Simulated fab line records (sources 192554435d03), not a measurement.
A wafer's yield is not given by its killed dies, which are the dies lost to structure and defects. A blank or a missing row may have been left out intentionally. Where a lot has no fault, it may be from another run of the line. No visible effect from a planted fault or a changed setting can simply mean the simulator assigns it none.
Matching of chambers + flow n5-finfet + N5_SDB_STRIP_21 on rie-diel-01: 4 sister chambers
The step strips in CF4. 4 wafers are shown with their chamber, then 9 later ones without.

## WAFERS, EACH WITH ITS CHAMBER
| wafer  | chamber | drypump-motor-current-A (A) |
|--------|---------|-----------------------------|
| L087.5 | 1       | 5.8                         |
| L089.1 | 3       | 5.7                         |
| L089.2 | 2       | 5.0                         |
| L089.3 | 0       | 6.5                         |

## WAFERS WITHOUT THEIR CHAMBER
| wafer  | drypump-motor-current-A (A) |
|--------|-----------------------------|
| L089.4 | 5.8                         |
| L089.5 | 5.0                         |
| L089.6 | 5.7                         |
| L090.4 | 5.0                         |
| L090.5 | 5.6                         |
| L090.6 | 5.1                         |
| L092.2 | 5.1                         |
| L092.4 | 5.8                         |
| L092.5 | 5.1                         |

## WHICH CHAMBER EACH WENT THROUGH
| wafer  | from the rows above     | in truth |
|--------|-------------------------|----------|
| L089.4 | can't be placed: 1 or 3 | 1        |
| L089.5 | 2                       | 2        |
| L089.6 | can't be placed: 3 or 1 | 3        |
| L090.4 | 2                       | 2        |
| L090.5 | can't be placed: 3 or 1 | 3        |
| L090.6 | 2                       | 2        |
| L092.2 | 2                       | 2        |
| L092.4 | can't be placed: 1 or 3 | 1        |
| L092.5 | 2                       | 2        |
5 of 9 placed correctly. Can't be placed from these rows: 4 (the true chamber is among the candidates in 4). Number placed wrongly: 0.
How it was worked out, from the rows above alone: a wafer's distance from a chamber is the root of the sum, over the readings, of the square of ((its reading less the chamber's mean) divided by the reading's scatter). If the next closest chamber is less than 2 further off than the closest, the wafer can't be placed; otherwise it belongs to the closest. For every chamber, the mean is computed from those of its wafers that are shown. The scatter (one wafer shown for each chamber): square how far every hidden wafer sits from the nearest shown wafer, average those squares and take the square root.
